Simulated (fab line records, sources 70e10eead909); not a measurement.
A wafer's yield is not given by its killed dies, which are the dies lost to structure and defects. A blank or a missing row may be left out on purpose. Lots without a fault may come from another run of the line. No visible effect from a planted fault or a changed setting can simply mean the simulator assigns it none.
Struck lot and sound lot, side by side	flow nand-harc	15 steps out of a route of 1159
Sound: the wafers L890.1, L890.4, L890.6. Struck: wafer L891.2 (left out: L891.4, L891.5 of the same lot, which were not struck); the cause appears at the end.
Order at every step that has rows: each side's tool, ch and its chambers, its first start. Under that, the readings that differ: sound wafers	struck wafers	difference of the means	sigmas: that difference in standard deviations of wafers without a fault.
alike: words and numbers the same on both sides, and readings whose means are apart by under 2 such deviations; not compared: readings that were withheld, readings missing a value for some wafer, numbers with overlapping values and no deviation given by the record, and bounds like >300 which may hide the same value.
The two part at a step that has a row with sigmas, a row that says differs or no value, or rows on one side only. Non-overlapping numbers with no deviation appear without sigmas and do not part them. A reading that every wafer of one side lacks parts them only if that side has two wafers or more.

first, 1 step without rows for these wafers: NHARC_A_CHANNEL_HOLE_D1_STRIP_43 (strips in O2/COS).
NHARC_A_CHANNEL_HOLE_D1_ETCH_44: etches the open film in CF4/O2, target depth 140 nm, overetch 14 nm, time 77 s.
  sound on rie-diel-06 ch 0,1,3, day 9 23:37; struck on rie-diel-10 ch 1, day 10 07:08
reading	sound	struck	difference	sigmas
drypump-motor-current-A (A)	5.88 5.89 6.18	5.33	-0.65	-3
  alike: oes_f_703_au, oes_o_777_au, oes-product-au, rf-vpp-V, showerhead-plenum-p-Torr, throttle-valve-pct
  not compared: rf-hours-counter-h
NHARC_A_CHANNEL_HOLE_D1_STRIP_27: strips in O2.
  sound on rie-diel-06 ch 0,2,3; struck on rie-diel-10 ch 3
  alike: drypump-motor-current-A, oes-product-au, rf-vpp-V, showerhead-plenum-p-Torr, throttle-valve-pct
  not compared: rf-hours-counter-h
then, 2 steps without rows for these wafers: NHARC_A_CHANNEL_HOLE_D1_PRECLEAN_28 (cleans in SC1); NHARC_A_CHANNEL_HOLE_D1_SRD_29.
NHARC_A_CHANNEL_HOLE_D1_CD_MEAS_30:
  sound on cd-sem-01 at day 10 00:25; struck on cd-sem-02 at day 10 07:56
  alike: cd-nm
NHARC_A_CHANNEL_HOLE_D1_XSEM_31:
  sound on xsem-01 ch 0, day 10 00:30; struck on xsem-02 ch 0, day 10 08:02
  alike: bot-cd-nm, bow-nm, tilt-deg
NHARC_A_CHANNEL_HOLE_D1_INSPECT_40:
  sound on defect-inspect-02 at day 10 00:36; struck on defect-inspect-02 at day 10 08:07
  alike: raw-defect-count
then, 2 steps without rows for these wafers: NHARC_A_CHANNEL_FILL_D1_PRECLEAN_00 (cleans in SC1); NHARC_A_CHANNEL_FILL_D1_SRD_01.
NHARC_A_CHANNEL_FILL_D1_ALD_02: deposits SiO2, target thk 6 nm, pulse time 10 s, ald cycles 60.
  sound on ald-hk-02 ch 1,2,3, day 10 00:56; struck on ald-hk-03 ch 2, day 10 08:19
  alike: heater-power-w, precursor-pulse-height-rel
  not compared: ald-cycles
then, 1 step without rows for these wafers: NHARC_A_CHANNEL_FILL_D1_ALD_03 (deposits SiNx, target thk 6 nm, pulse time 60 s, ald cycles 58).
NHARC_A_CHANNEL_FILL_D1_ALD_14: deposits SiO2, target thk 2.5 nm, pulse time 10 s, ald cycles 25.
  sound on ald-hk-03 ch 0,1, day 10 08:05; struck on ald-hk-03 ch 1, day 10 12:38
reading	sound	struck	difference	sigmas
ald-cycles	25 25 25	29	+4	
  alike: heater-power-w, precursor-pulse-height-rel
NHARC_A_CHANNEL_FILL_D1_ALD_15: deposits SiNx, target thk 2 nm, pulse time 60 s, ald cycles 19.
  sound on ald-sin-batch-02 ch 0; struck on ald-sin-batch-01 ch 0
  alike: precursor-pulse-height-rel
  not compared: ald-cycles
-- record jumps: 11 days between struck wafers' starts before vs after; left off in module A_CHANNEL_FILL_D1, resumes in module END, first step shown is number 1159 of the route --
NHARC_END_SORT_01:
  here the record holds rows for the struck wafers (prober-02 ch 0, day 21 16:16) but none for the sound ones

## WHERE THEY PART
Earliest at NHARC_A_CHANNEL_HOLE_D1_ETCH_44; latest, in this record, at NHARC_END_SORT_01.

WHY: whatever the simulator had introduced
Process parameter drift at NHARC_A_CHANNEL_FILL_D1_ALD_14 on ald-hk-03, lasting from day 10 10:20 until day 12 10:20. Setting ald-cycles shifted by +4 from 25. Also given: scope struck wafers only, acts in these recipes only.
